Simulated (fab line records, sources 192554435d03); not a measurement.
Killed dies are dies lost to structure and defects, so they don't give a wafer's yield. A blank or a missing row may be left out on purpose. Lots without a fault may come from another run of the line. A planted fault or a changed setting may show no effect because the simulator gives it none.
A struck lot beside a sound one | flow n5_finfet | 16 steps out of a route of 1938
Sound: wafers L969.1, L969.2. Struck: wafers L971.3, L971.4, L971.5. The cause comes at the end.
At each step with rows: each side's tool, then ch and its chambers, then its first start. Under that, the readings that differ: sound wafers | struck wafers | difference of the means | sigmas: that difference in standard deviations of wafers without a fault.
alike: readings whose means differ by less than 2 such deviations, and words and numbers that are the same on both sides. not compared: withheld readings, readings that some wafer has no value for, bounds like >300 that may hide the same value, and numbers for which the record gives no deviation and whose values overlap.
The two part at a step that has a row with sigmas, a row that says differs or no value, or rows on one side only. Numbers that don't overlap but have no deviation are shown without sigmas and don't part them. A reading that every wafer of one side lacks parts them only if that side has two wafers or more.

first, 6 steps without rows for these wafers: N5_BEOL_M1_COAT_22 (resist thk 30 nm); N5_BEOL_M1_EBR_24; N5_BEOL_M1_SOFTBAKE_23 (time 60 s); N5_BEOL_M1_EXPOSE_25 (exposes mask V0, defocus 5 nm, target cd 24 nm); N5_BEOL_M1_PEB_26 (peb time 60 s); N5_BEOL_M1_DEVELOP_27 (develop time 30 s).
N5_BEOL_M1_CD_MEAS_28: target cd y 23.3 nm.
  sound on cd_sem-02 ch 0, day 9 04:02; struck on cd_sem-01 ch 0, day 9 11:37
  alike: cd_nm
N5_BEOL_M1_OVL_MEAS_29:
  sound on overlay-01 ch 0, day 9 04:05; struck on overlay-01 ch 0, day 9 11:39
  reading     | sound     | struck      | difference | sigmas
  V0_OVL (nm) | -1.0 -1.3 | 0.9 0.0 0.3 | +1.5       | +2
N5_BEOL_M1_INSPECT_30: inspects for defects (brightfield).
  sound on defect_inspect-01, day 9 04:08; struck on defect_inspect-01, day 9 11:42
  alike: raw_defect_count
N5_BEOL_M1_DESCUM_33: chemistry O2, time 7 s.
  sound on rie_diel-02 ch 0,2, day 9 04:12; struck on rie_diel-02 ch 0,2,3, day 9 11:44
  alike: drypump_motor_current_A, oes_product_au, rf_vpp_V, showerhead_plenum_p_Torr, throttle_valve_pct
  not compared: rf_hours_counter_h
N5_BEOL_M1_ETCH_77: etches underlayer in N2/H2, target depth 6.5 nm, time 5.2 s.
  sound on rie_diel-02 ch 0,2, day 9 04:14; struck on rie_diel-02 ch 0,2,3, day 9 11:46
  alike: drypump_motor_current_A, etch_rf_on_time_s, oes_product_au, rf_vpp_V, showerhead_plenum_p_Torr, throttle_valve_pct
  not compared: rf_hours_counter_h
N5_BEOL_M1_ETCH_69: etches SiARC in CF4, target depth 15.6 nm, time 26 s.
  sound on rie_diel-02 ch 0,2, day 9 04:15; struck on rie_diel-02 ch 0,2,3, day 9 11:47
  alike: drypump_motor_current_A, etch_rf_on_time_s, oes_product_au, rf_vpp_V, showerhead_plenum_p_Torr, throttle_valve_pct
  not compared: rf_hours_counter_h
N5_BEOL_M1_ALD_98: deposits SiO2, target thk 2.5 nm, pulse time 1 s, co reactant pulse time 1 s.
  sound on ald_sin-01 ch 1,3, day 9 04:20; struck on ald_sin-02 ch 0,1, day 9 11:52
  reading    | sound | struck   | difference | sigmas
  ald_cycles | 17 17 | 18 18 18 | +1         |
  alike: heater_power_w, precursor_pulse_height_rel
  not compared: since_wet_clean_h
N5_BEOL_M1_ETCHBACK_99: etches SiO2 in CHF3, target depth 5 nm, time 10.4 s.
  sound on rie_diel-02 ch 2,3, day 9 05:37; struck on rie_diel-06 ch 0,1,2, day 9 19:10
  alike: CHF3_flow_sccm, drypump_motor_current_A, oes_product_au, rf_vpp_V, showerhead_plenum_p_Torr, throttle_valve_pct
  not compared: rf_hours_counter_h
-- the record jumps here: 6 days lie between the struck wafers' starts before and after (it left off in module BEOL_M1 and takes up again in module BEOL_M4, whose first step shown is number 1111 of the route) --
N5_BEOL_M4_RC_MEAS_101:
  sound on prober-01 ch 0, day 14 05:10; struck on prober-01 ch 0, day 15 17:44
  alike: DIBL_N, DIBL_P, IOFF_N, IOFF_P, ION_N, ION_P, SS_N, SS_P, VT_N, VT_P
then, 1 step without rows for these wafers: N5_PASSIVATION_PROBE_49.

WHERE THEY PART
Only at N5_BEOL_M1_OVL_MEAS_29, within this record. Later steps at which nothing parts them and some readings are alike: N5_BEOL_M1_INSPECT_30, N5_BEOL_M1_DESCUM_33, N5_BEOL_M1_ETCH_77, N5_BEOL_M1_ETCH_69, N5_BEOL_M1_ALD_98, N5_BEOL_M1_ETCHBACK_99, N5_BEOL_M4_RC_MEAS_101.

WHY: what the simulator had put in
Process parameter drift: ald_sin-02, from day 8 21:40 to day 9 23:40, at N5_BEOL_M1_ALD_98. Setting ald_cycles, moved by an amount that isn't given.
